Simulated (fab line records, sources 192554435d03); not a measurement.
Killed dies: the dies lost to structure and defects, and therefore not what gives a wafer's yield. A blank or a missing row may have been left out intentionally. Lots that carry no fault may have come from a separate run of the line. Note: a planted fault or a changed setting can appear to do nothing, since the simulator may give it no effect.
Which tool was responsible? -- flow n5 finfet -- route of 1938 steps, sampled at 1 step: 12 lots, 36 wafers

## WHAT EACH GAUGE READ, for each wafer
N5_MOL_CONTACT_COAG_CD_MEAS_08: the cd target is 28 nm.
lot,measured,on,cd nm (nm)
L075,day 4 21:03,cd sem-01,27.77 27.77 28.20
L077,day 5 10:22,cd sem-03,27.93 28.00 27.74
L079,day 5 22:46,cd sem-03,28.49 27.92 28.03
L081,day 6 09:56,cd sem-01,27.85 27.72 27.65
L083,day 7 07:05,cd sem-01,28.32 28.09 28.02
L084,day 7 11:43,cd sem-02,27.94 27.98 27.97
L088,day 8 07:28,cd sem-03,27.97 27.86 27.86
L089,day 8 15:31,cd sem-02,28.33 28.55 28.15
L091,day 9 05:22,cd sem-01,28.37 27.82 28.11
L094,day 9 17:56,cd sem-02,28.19 27.93 28.08
L095,day 10 00:49,cd sem-01,27.81 27.83 27.91
L097,day 10 14:27,cd sem-01,28.07 28.03 28.16

## WHAT TOOL EACH LOT RAN ON (gives the tool, then ch and the chambers of the sampled wafers, and finally the start)
No process step before these readings appears in the record.

## THE ANSWER, worked out from the rows above alone
Rule: usual is defined by the lots themselves. Put in order of their means at a reading, lots are off if they are a third of the lots or fewer, leave a main group of 4 or more, and stand apart from it by a gap of 3 or more times the standard deviation of the main group's means; of several such gaps the widest counts. A main group whose means are all the same, to the digits that the tables above print for the reading, isn't used. Also off: a lot with no number at a reading for which 4 or more lots have one. Where the step has rows for the other lots, those lots are counted as sound.
No lot is off at any reading shown: from this, nothing can be told.

## WHAT WAS PUT IN BY THE SIMULATOR
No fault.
